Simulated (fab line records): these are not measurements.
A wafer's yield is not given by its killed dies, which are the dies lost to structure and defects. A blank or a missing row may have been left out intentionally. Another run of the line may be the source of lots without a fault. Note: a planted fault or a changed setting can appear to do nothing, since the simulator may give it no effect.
Chamber matching | flow n5 finfet | rie diel-05 running N5_BEOL_M15_ETCH_59: 4 sister chambers
The step etches BARC in N2/H2, target depth 89 nm, overetch 26.7 nm, time 67.9 s. 18 wafers are shown with their chamber, then 9 later ones without.

## WAFERS, EACH WITH ITS CHAMBER
wafer  | chamber | drypump motor current A (A) | showerhead plenum p Torr (Torr) | throttle valve pct (%)
L075.2 | 2       | 6.2                         | 2.48                            | 17.79
L075.3 | 0       | 5.8                         | 2.50                            | 17.85
L075.4 | 1       | 5.4                         | 2.58                            | 17.71
L076.1 | 1       | 5.4                         | 2.58                            | 17.70
L076.2 | 0       | 5.8                         | 2.49                            | 17.84
L076.4 | 2       | 6.2                         | 2.48                            | 17.79
L081.1 | 1       | 5.4                         | 2.57                            | 17.72
L081.3 | 3       | 6.4                         | 2.52                            | 18.21
L081.6 | 1       | 5.4                         | 2.57                            | 17.69
L080.3 | 2       | 6.2                         | 2.48                            | 17.83
L080.5 | 1       | 5.3                         | 2.57                            | 17.75
L080.6 | 2       | 6.2                         | 2.48                            | 17.82
L084.1 | 0       | 5.8                         | 2.49                            | 17.44
L084.2 | 3       | 6.4                         | 2.51                            | 18.22
L084.4 | 1       | 5.4                         | 2.57                            | 17.74
L089.2 | 0       | 5.8                         | 2.49                            | 17.47
L089.4 | 3       | 6.4                         | 2.51                            | 18.25
L089.5 | 3       | 6.4                         | 2.51                            | 18.26

SIGNATURES, as means of the wafers listed above
reading                  | chamber 0 | chamber 1 | chamber 2 | chamber 3 | scatter within a chamber
drypump motor current A  | 5.800     | 5.383     | 6.200     | 6.400     | 0.0244
showerhead plenum p Torr | 2.4925    | 2.5733    | 2.4800    | 2.5125    | 0.0045
throttle valve pct       | 17.6500   | 17.7183   | 17.8075   | 18.2350   | 0.106
Rule: distance of a wafer from a chamber = root of the sum over the readings of ((wafer's reading minus chamber's mean) / reading's scatter) squared. The wafer belongs to the nearest chamber; if the next one is less than 2 further off, it can't be placed. The scatter: the root of (the sum of the squares of (reading less its chamber's mean) over the shown wafers, divided by (wafers less chambers)).

## WAFERS WHOSE CHAMBER IS MISSING
wafer  | drypump motor current A (A) | showerhead plenum p Torr (Torr) | throttle valve pct (%)
L091.1 | 5.4                         | 2.56                            | 17.77
L091.4 | 6.2                         | 2.47                            | 17.87
L091.6 | 6.4                         | 2.50                            | 18.26
L096.1 | 6.4                         | 2.50                            | 18.27
L096.2 | 5.4                         | 2.56                            | 17.79
L096.3 | 5.3                         | 2.56                            | 17.79
L094.1 | 5.8                         | 2.48                            | 17.50
L094.4 | 6.2                         | 2.46                            | 17.88
L094.5 | 6.3                         | 2.50                            | 18.28

## EACH ONE'S CHAMBER
wafer  | from the rows above | in truth
L091.1 | 1                   | 1
L091.4 | 2                   | 2
L091.6 | 3                   | 3
L096.1 | 3                   | 3
L096.2 | 1                   | 1
L096.3 | 1                   | 1
L094.1 | 0                   | 0
L094.4 | 2                   | 2
L094.5 | 3                   | 3
Placed correctly: 9 of 9. Not placeable from these rows: 0. Placed wrongly: 0.
